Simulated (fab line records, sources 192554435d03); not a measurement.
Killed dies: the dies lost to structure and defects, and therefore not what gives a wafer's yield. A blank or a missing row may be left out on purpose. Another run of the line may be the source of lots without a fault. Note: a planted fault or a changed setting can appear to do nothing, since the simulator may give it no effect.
fab line records :: flow n5Finfet
record:
  lots: 4
  wafers: 12
  lastDay: 18
route steps=1938 shown SDB@348 DUMMY_REMOVAL@377 HKMG_FIN@385 PASSIVATION@1936
lots that met no fault: taken from a fault-free run of the same line
startH: hours from the record's first day to the start of the lot's first wafer shown :: waitH: hours elapsed since this lot's preceding step :: " as in the row above :: L1.1+2: a row that stands for several wafers :: - no value present, or no start provided :: * or withheld: withheld :: < > ~ a bound
route shown NAME@n: NAME is a module with steps in the file, n the number in the route of the first one :: usual: mean/standard deviation taken from wafers without a fault :: same: alike in all rows :: chamber/n: place in a boat :: sites: per-site readings :: _std_site: their standard deviation :: _edge_site: the outer-site mean with the inner-site mean subtracted :: radiusMm: how far each site lies from the wafer's centre :: mask NAME#n: copy n :: behind: the tool/chamber that last shaped the wafer :: hold: the reason the lot was held/the length of the hold in hours/how it ended :: device: transistor that didn't switch, given as n, p or np :: end of line: the route-end tests of the same wafers :: where a step has no rows: the recipe by itself :: killed: count of dies lost to structure and defects at first sort (not the wafer's yield) :: map: a wafer's dies, marking killed ones x, the rest . and places with no die _
set.NAME: setting as actually run; set.NAME@STEP: the setting as run at that earlier step :: model.NAME: the simulator's own value behind a step, which no gauge read
a table for each step, a row for each wafer; lots at some steps of the route
services: the hour from which a tool's chamber was out of use, counted from the record's first day as startH (under 0 if before that day), plus the number of hours and why
== steps ==
step: N5_SDB_COAT_03
recipe:
  resist: SOC
  tempC: 250
  timeS: 60
  spinRpm: 1500
  resistThkNm: 100
step: N5_SDB_COAT_04
recipe:
  resist: SiARC
  tempC: 220
  timeS: 60
  spinRpm: 1500
  resistThkNm: 18
step: N5_SDB_COAT_05
recipe:
  resist: CAR-ArF
  spinRpm: 1500
  resistThkNm: 90
step: N5_SDB_EBR_07
recipe:
  solvent: PGMEA
  ebrWidthMm: 1.5
step: N5_SDB_SOFTBAKE_06
recipe:
  tempC: 110
  timeS: 60
  resist: CAR-ArF
step: N5_SDB_EXPOSE_08
recipe:
  maskId: SDB
  na: 1.35
  sourceShape: conventional
  sigmaOuter: 0.5
  polarization: unpolarized
  doseMj: 49.6
step: N5_SDB_PEB_09
recipe:
  pebTempC: withheld
  pebTimeS: 60
  resist: CAR-ArF
step: N5_SDB_DEVELOP_10
recipe:
  developTimeS: 30
  developer: TMAH
  resist: CAR-ArF
  rinseLiquid: diw
  dry: airSpin
  devTempC: 23
step: N5_SDB_DESCUM_16
recipe:
  chemistry: O2
  timeS: 7.9
  sourcePowerW: 50
  biasPowerW: 20
  pressureMtorr: 20
  rfFrequencyHz: 2.712e+07
  tempC: 40
  resist: CAR-ArF
  o2FlowSccm: 225
step: N5_SDB_ETCH_17
recipe:
  chemistry: CF4
  target: SiARC
  targetDepthA: 234
  maskMaterial: CAR-ArF
  timeS: 39
  ionEnergyEv: 80
  pressureMtorr: 40
  sourceW: 545
  biasW: 36
  Ar_flow_sccm: 100
  cf4FlowSccm: 100
  ends: cleared
usual:
  drypumpMotorCurrentA: 5.9/0.43
  etchRfOnTimeS: 39.0/1.3
  oesProductAu: 0.70/0.082
  rfVppV: 184.1/1.3
  showerheadPlenumPTorr: 2.15/0.082
  throttleValvePct: 15.60/0.26
lot.wafer: L978.2
tool: rieDiel-02
chamber: 2
startH: 71.32
waitH: 0.0
drypumpMotorCurrentA: 6.0
etchRfOnTimeS: 36.8
oesProductAu: 0.73
rfHoursCounterH: 85
rfVppV: 186.6
showerheadPlenumPTorr: 2.26
throttleValvePct: 15.44

lot.wafer: L978.4
tool: rieDiel-02
chamber: 3
startH: 71.32
waitH: 0.0
drypumpMotorCurrentA: 6.3
etchRfOnTimeS: 39.6
oesProductAu: 0.83
rfHoursCounterH: 3
rfVppV: 183.4
showerheadPlenumPTorr: 2.19
throttleValvePct: 15.41

lot.wafer: L978.6
tool: rieDiel-02
chamber: 1
startH: 71.32
waitH: 0.0
drypumpMotorCurrentA: 6.2
etchRfOnTimeS: 38.3
oesProductAu: 0.61
rfHoursCounterH: -
rfVppV: 182.9
showerheadPlenumPTorr: 2.03
throttleValvePct: 15.69

lot.wafer: L988.3
tool: rieDiel-03
chamber: 1
startH: 125.69
waitH: 0.0
drypumpMotorCurrentA: 5.9
etchRfOnTimeS: 40.3
oesProductAu: 0.74
rfHoursCounterH: 32
rfVppV: 185.0
showerheadPlenumPTorr: 2.20
throttleValvePct: 15.87

lot.wafer: L988.5
tool: rieDiel-03
chamber: 1
startH: 125.69
waitH: 0.0
drypumpMotorCurrentA: 5.9
etchRfOnTimeS: 40.0
oesProductAu: 0.74
rfHoursCounterH: -
rfVppV: 185.5
showerheadPlenumPTorr: 2.20
throttleValvePct: 15.85

lot.wafer: L988.6
tool: rieDiel-03
chamber: 2
startH: 125.69
waitH: 0.0
drypumpMotorCurrentA: 5.1
etchRfOnTimeS: 41.8
oesProductAu: 0.60
rfHoursCounterH: -
rfVppV: 184.0
showerheadPlenumPTorr: 2.13
throttleValvePct: 15.58

lot.wafer: L994.2
tool: rieDiel-02
chamber: 0
startH: 163.43
waitH: 0.0
drypumpMotorCurrentA: 6.4
etchRfOnTimeS: 40.2
oesProductAu: 0.62
rfHoursCounterH: 171
rfVppV: 182.0
showerheadPlenumPTorr: 2.05
throttleValvePct: 15.77

lot.wafer: L994.4
tool: rieDiel-02
chamber: 3
startH: 163.43
waitH: 0.0
drypumpMotorCurrentA: 6.4
etchRfOnTimeS: 40.0
oesProductAu: 0.76
rfHoursCounterH: -
rfVppV: 185.3
showerheadPlenumPTorr: 2.18
throttleValvePct: 15.49

lot.wafer: L994.5
tool: rieDiel-02
chamber: 0
startH: 163.43
waitH: 0.0
drypumpMotorCurrentA: 6.4
etchRfOnTimeS: 40.3
oesProductAu: 0.61
rfHoursCounterH: -
rfVppV: 184.6
showerheadPlenumPTorr: 2.05
throttleValvePct: 15.75

lot.wafer: L996.1
tool: rieDiel-02
chamber: 3
startH: 175.26
waitH: 0.0
drypumpMotorCurrentA: 6.3
etchRfOnTimeS: 38.8
oesProductAu: 0.76
rfHoursCounterH: 46
rfVppV: 184.3
showerheadPlenumPTorr: 2.17
throttleValvePct: 15.50

lot.wafer: L996.3
tool: rieDiel-02
chamber: 0
startH: 175.26
waitH: 0.0
drypumpMotorCurrentA: 6.4
etchRfOnTimeS: 39.2
oesProductAu: 0.62
rfHoursCounterH: 179
rfVppV: 182.4
showerheadPlenumPTorr: 2.05
throttleValvePct: 15.77

lot.wafer: L996.5
tool: rieDiel-02
chamber: 3
startH: 175.26
waitH: 0.0
drypumpMotorCurrentA: 6.3
etchRfOnTimeS: 39.3
oesProductAu: 0.75
rfHoursCounterH: -
rfVppV: 184.4
showerheadPlenumPTorr: 2.17
throttleValvePct: 15.51
step: N5_SDB_ETCH_18
recipe:
  chemistry: N2/H2
  target: SOC
  targetDepthA: 1000
  overetchA: 200
  maskMaterial: SiARC
  tempC: 40
  timeS: 150
  ionEnergyEv: 200
  pressureMtorr: 30
  sourceW: 840
  biasW: 150
  n2FlowSccm: 200
  h2FlowSccm: 200
step: N5_SDB_STRIP_19
recipe:
  chemistry: N2/H2
  tempC: 40
  n2FlowSccm: 200
  h2FlowSccm: 200
  rfFrequencyHz: 6e+07
step: N5_SDB_STRIP_21
recipe:
  chemistry: CF4
  resist: SiARC
  powerW: 300
  biasPowerW: 75
  pressureMtorr: 50
  cf4FlowSccm: 150
  rfFrequencyHz: 6e+07
step: N5_SDB_HM_OPEN_20
recipe:
  chemistry: CH3F/O2
  target: SiNx
  maskMaterial: SOC
  targetDepthA: 240
  stopOn: poly-Si
  overEtchFrac: 0.4
  ionEnergyEv: 120
  pressureMtorr: 30
  sourceW: 395
  biasW: 73
  Ar_flow_sccm: 150
  CH3F_flow_sccm: 30
  O2_flow_sccm: 20
step: N5_SDB_STRIP_22
recipe:
  chemistry: N2/H2
  powerW: 1000
  tempC: 250
  h2Frac: 0.65
  overashFraction: 0.3
  pressureMtorr: withheld
  n2FlowSccm: 1750
  h2FlowSccm: 3250
step: N5_SDB_PRECLEAN_23
recipe:
  chemistry: dHF
  timeS: 30
  tempC: 25
  dilution: withheld
step: N5_SDB_DUMMY_REMOVE_24
recipe:
  chemistry: TMAH
  tempC: 70
  target: poly-Si
  stopOn: SiO2
  targetDepthNm: 142
  concWtPct: 5
  timeS: 57
  dry: ipaMarangoni
  rinseTimeS: 30
  rinseTempC: 23
step: N5_SDB_ETCH_25
recipe:
  chemistry: C4F6/O2
  target: SiO2
  targetDepthA: 100
  timeS: 3.3
  ionEnergyEv: 250
  maskMaterial: SiNx
  pressureMtorr: 30
  sourceW: 345
  biasW: 185
  Ar_flow_sccm: 300
  C4F6_flow_sccm: 10
  O2_flow_sccm: 10
step: N5_SDB_CUT_ETCH_26
recipe:
  chemistry: HBr/Cl2/O2
  target: Si
  targetDepthA: 1296
  btTimeS: 20
  maskMaterial: SiNx
  timeS: 51.8
  ionEnergyEv: *
  biasW: *
  pressureMtorr: 10
  icpW: 800
  HBr_flow_sccm: 150
  Cl2_flow_sccm: 80
  O2_flow_sccm: 12
step: N5_SDB_PRECLEAN_38
recipe:
  chemistry: dHF
  timeS: 10
  dilution: 750:1
  tempC: 25
step: N5_SDB_PRECLEAN_39
recipe:
  chemistry: O3/DIW
  timeS: 45
  tempC: 22
  o3Ppm: 10
step: N5_SDB_SRD_28
recipe:
  dry: ipaMarangoni
  timeS: 30
  tempC: 23
  rinseLiquid: diw
step: N5_SDB_ALD_29
recipe:
  material: SiNx
  targetThkA: 300
  tempC: 400
  aldPrecursorFamily: SiH2I2
  aldCoReactant: N2/H2-plasma
  pulseTimeS: 1
  aldCycles: 600
  purgeTimeS: 2
  coReactantPurgeTimeS: 2
  pressureTorr: 2
step: N5_SDB_CMP_30
recipe:
  stopOn: poly-Si
  tOverpolishS: 1.54
  postCmpClean: alkalineBrush
  downForcePsi: 4.1491
  platenRpm: 51.796
  padVelocityMS: 1.0306
  targetThkNm: 30
step: N5_DUMMY_REMOVAL_HM_STRIP_01
recipe:
  chemistry: CH3F/O2
  material: SiNx
  targetDepthA: 40
  stopOn: poly-Si
  timeS: 6.8
  overEtchFrac: 0.3
  ionEnergyEv: 60
  powerW: 410
  biasW: 29
  Ar_flow_sccm: 150
  CH3F_flow_sccm: 30
  O2_flow_sccm: 20
step: N5_DUMMY_REMOVAL_STRIP_10
recipe:
  chemistry: N2/H2
  timeS: 40
  powerW: 100
  tempC: 40
  pressureMtorr: 100
  rfFrequencyHz: 6e+07
  biasPowerW: 3
  n2FlowSccm: 300
  h2FlowSccm: 300
step: N5_DUMMY_REMOVAL_PRECLEAN_07
recipe:
  chemistry: dHF
  timeS: 30
  tempC: 25
  dilution: withheld
step: N5_DUMMY_REMOVAL_DUMMY_REMOVE_02
recipe:
  chemistry: TMAH
  tempC: 70
  target: poly-Si
  stopOn: SiO2
  targetDepthNm: 142
  concWtPct: 5
  timeS: 57
  dry: ipaMarangoni
  rinseTimeS: 30
  rinseTempC: 23
step: N5_DUMMY_REMOVAL_PRECLEAN_08
recipe:
  chemistry: NF3:NH3
  afsCycles: 2
  tempC: 30
  timeS: 20
  sublimationTempC: 180
  sublimationTimeS: 60
  pressureTorr: 3
  rfPowerW: 30
step: N5_DUMMY_REMOVAL_PRECLEAN_04
recipe:
  chemistry: DHF
  timeS: 37
  tempC: 25
  dilution: 500:1
step: N5_DUMMY_REMOVAL_SRD_05
recipe:
  dry: ipaMarangoni
  doPpb: 5
  timeS: 30
  tempC: 23
  rinseLiquid: diw
step: N5_HKMG_FIN_IL_REGROW_00
recipe:
  material: SiO2
  targetThkA: 7.5
  chemistry: O3
  tempC: withheld
  timeS: 30
step: N5_HKMG_FIN_HK_ALD_01
recipe:
  material: HfO2
  targetThkA: 16
  tempC: withheld
  aldPrecursorFamily: HfCl4
  aldCoReactant: H2O
  pulseTimeS: 3
  purgeTimeS: 3
  coReactantPurgeTimeS: 2.5
  coReactantPulseTimeS: 0.3
  aldCycles: 30
step: N5_HKMG_FIN_HK_ANNEAL_02
recipe:
  tempC: 700
  timeS: 30
  ambient: N2
  idleTempC: 600
  rampUpCPerS: 150
  rampDownCPerS: 60
  coolToC: 600
step: N5_HKMG_FIN_ALD_74
recipe:
  material: La2O3
  targetThkA: 5
  tempC: 250
  aldPrecursorFamily: La-Cp
  aldCoReactant: O3
  pulseTimeS: 6
  coReactantPulseTimeS: 1
  purgeTimeS: 3
  coReactantPurgeTimeS: 3
step: N5_HKMG_FIN_ALD_75
recipe:
  material: Al2O3
  targetThkA: 10
  tempC: 150
  aldPrecursorFamily: TMA
  aldCoReactant: H2O
  pulseTimeS: withheld
  coReactantPulseTimeS: 1
step: N5_PASSIVATION_PROBE_49
usual:
  defectLimitedYield: 91.0/1.5
  killed_at_M0_to_M3: 32/9.6
  killed_at_M4_up: 13/4.7
  killedAtContacts: 13/7.2
  killedAtFrontEnd: 44/13
  killedAtOther: 4/3.4
  killedDies: 106/18
  killedOnRim: 14/4.2
  killedOpen: 70/13
  killedShort: 35/8
  sort_bin_5_function: 5.3/0.97
  sort_bin_6_memory: 3.4/0.73
  sortNPass: 1074/18
  sortYieldPct: 91.0/1.5
same:
  grossDies: 1180
  killedAtBackSide: 0
  sort_bin_4_leakage[%]: 0
  sort_bin_8_speed[%]: 0
lot.wafer: L994.4
tool: prober-02
chamber: -
startH: 396.91
waitH: 0.2
defectLimitedYield[%]: 82.6
killed_at_M0_to_M3: 31
killed_at_M4_up: 12
killedAtContacts: 17
killedAtFrontEnd: 145
killedAtOther: 0
killedDies: 205
killedOnRim: 38
killedOpen: 66
killedShort: 28
sort_bin_5_function[%]: 10.5
sort_bin_6_memory[%]: 3.1
sortNPass: 975
sortYieldPct[%]: 82.6

lot.wafer: L996.1
tool: prober-01
chamber: -
startH: 420.81
waitH: 0.0
defectLimitedYield[%]: 83.1
killed_at_M0_to_M3: 28
killed_at_M4_up: 7
killedAtContacts: 14
killedAtFrontEnd: 142
killedAtOther: 8
killedDies: 199
killedOnRim: 30
killedOpen: 54
killedShort: 30
sort_bin_5_function[%]: 10.3
sort_bin_6_memory[%]: 3.3
sortNPass: 981
sortYieldPct[%]: 83.1

lot.wafer: L996.5
tool: prober-01
chamber: -
startH: 421.01
waitH: 0.2
defectLimitedYield[%]: 82.7
killed_at_M0_to_M3: 46
killed_at_M4_up: 4
killedAtContacts: 11
killedAtFrontEnd: 137
killedAtOther: 6
killedDies: 204
killedOnRim: 33
killedOpen: 56
killedShort: 32
sort_bin_5_function[%]: 10.0
sort_bin_6_memory[%]: 3.9
sortNPass: 976
sortYieldPct[%]: 82.7
killed by level:class
L994.4 SDB:unspecified=109 MOL_CONTACT_COAG:geometricParticle:open=16 STI_FIN_REVEAL:geometricParticle:open=12 FIN_SAQP:geometricParticle:open=7 BEOL_M0_SAQP:geometricParticle:short=6 BEOL_M0_SAQP:geometricParticle:open=6 BEOL_M4:geometricParticle:open=5 BEOL_M3:geometricParticle:open=5
L996.1 SDB:unspecified=115 FIN_SAQP:geometricParticle:open=10 BEOL_M3:geometricParticle:open=10 MOL_CONTACT_COAG:geometricParticle:open=9 FIN_SAQP:geometricParticle:short=6 BEOL_M0_SAQP:geometricParticle:short=6 MOL_CONTACT_COAG:geometricParticle:short=5 BEOL_M0_SAQP:geometricParticle:open=5
L996.5 SDB:unspecified=115 BEOL_M3:geometricParticle:open=20 BEOL_M0_SAQP:geometricParticle:short=14 MOL_CONTACT_COAG:geometricParticle:open=7 BEOL_M0_SAQP:geometricParticle:open=7 FIN_SAQP:geometricParticle:open=5 FIN_SAQP:geometricParticle:short=4 MOL_CONTACT_COAG:geometricParticle:short=4
map L994.4 (x killed, . not)
_________________xxxxxxxxxxxx________________
______________.x.xxxxxxxxxxxxxx._____________
___________.....xxxxxxxxxxxxxxxx..x__________
__________x.......xxxxxxxxxxxx..x..._________
________.........xxxxxxxxxxxxxxx......_______
_______.x.........xxxxxxxxxxx..........______
______............xxxxxxxxxxxx.........._____
_____..x.......x....xxxxx.xxx.x......xx..____
____.x............x...xx.xxx...x.....x..x.___
___..x.............x...x........x..........__
___x...x...................................__
__...x.x.x.................................x_
__.........x............x.............x....._
_..x..x.....................xx...............
_..x................x........................
_.............................xx........x....
_......................x....................x
_....x................................x......
_............x...x....x......................
_.x.........x...................x.....x...x..
_....x..x....x...........................xx..
__..........................x..............._
__xx..xx......x..................x.x......x._
___........................................__
___.......x.......x..x...x....xx.....x.....__
____....................................x.___
_____..x....x......x....x..x............x____
______........x........................._____
_______........x.......x...............______
________........x.........x..xx....x.._______
__________..xxx.x..............x...x_________
___________...x..x...x.............__________
______________...........x.xx..x_____________
_________________.........x.x________________
map L996.5 (x killed, . not)
_________________xxxxxxxxxxxx________________
______________xx.xxxxxxxxxxxxx.._____________
___________......xxxxxxxxxxxxxxx.x.__________
__________......xxxxxxxxxxxxxxxxx..._________
________.........xxxxxxxxxxxxxxx......_______
_______x..x.......xxxxxxxxxxxx.xx......______
______........x..x.xxxxxxxxx.x.........._____
_____x.............xxxxxxxxxx.x..........____
____..............x..x.xxx..xxx...x....x..___
___x.......x.x...x..x.........x..........x.__
___.xxx...x..............x................x__
__.x.........x...........x.....x......x....._
__.............................x............_
_.............x....x.....x..x...x........x.x.
_.............xx.........x...........x.......
_.......................................x....
_x.......................................x...
_.....x....x..........................x.x..xx
_..............x......x..x.........x.xx......
_.......x.......x............................
_........x..........................x.x......
__x......x.................................._
__.................................x......x._
___..x................x....................__
___..........x...x...............x.........__
____............................x....x....___
_____.........x..........................____
______.......................x.........._____
_______.........x.....x......x.........______
________...............x.........x...._______
__________....x.....x...x....x..x..._________
___________.......................x__________
______________.......x..x.x....._____________
_________________......x....x________________
== services ==
tool: rieDiel-03
chamber: 1
startH: 50.89
hours: 8.8
kind: repair

tool: rieDiel-02
chamber: 3
startH: 52.36
hours: -
kind: clean

tool: rieDiel-02
chamber: 3
startH: 52.36
hours: -
kind: consumableReplace:focusRing

tool: rieDiel-02
chamber: 3
startH: 52.36
hours: 12.7
kind: scheduledDown

tool: rieDiel-02
chamber: 3
startH: 52.36
hours: 12.7
kind: ventCycle

tool: rieDiel-03
chamber: 2
startH: 103.38
hours: 6.4
kind: repair

tool: rieDiel-03
chamber: 0
startH: 107.48
hours: 11.9
kind: repair

tool: rieDiel-02
chamber: 1
startH: 132.22
hours: -
kind: clean

tool: rieDiel-02
chamber: 1
startH: 132.22
hours: -
kind: consumableReplace:focusRing

tool: rieDiel-02
chamber: 1
startH: 132.22
hours: -
kind: consumableReplace:showerhead

tool: rieDiel-02
chamber: 1
startH: 132.22
hours: 12.2
kind: scheduledDown

tool: rieDiel-02
chamber: 1
startH: 132.22
hours: 12.2
kind: ventCycle

tool: rieDiel-02
chamber: 1
startH: 162.01
hours: 21.4
kind: repair
== key ==
firstSign:
  step: N5_PASSIVATION_PROBE_49
  reading: killedAtFrontEnd
  direction: up
  sigmas: 7.2
  usual: 44
  struck: 141
effect:
  step: N5_PASSIVATION_PROBE_49
  reading: defectLimitedYield
  direction: down
  sigmas: 5.3
  usual: 91.0
  struck: 82.8
moreKillsBornAt:
  N5_SDB_ETCH_17@rieDiel-02: 339
metAt N5_SDB_ETCH_17
struckWafers L994.4,L996.1,L996.5
onsetBetween 71.32 163.43
fault:
  kind: chamberParticleSource
  tool: rieDiel-02
  chamber: 3
  onsetH: 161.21
  steps: N5_SDB_ETCH_17
  ratePerVisitCm2: 1.9616
  endH: 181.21
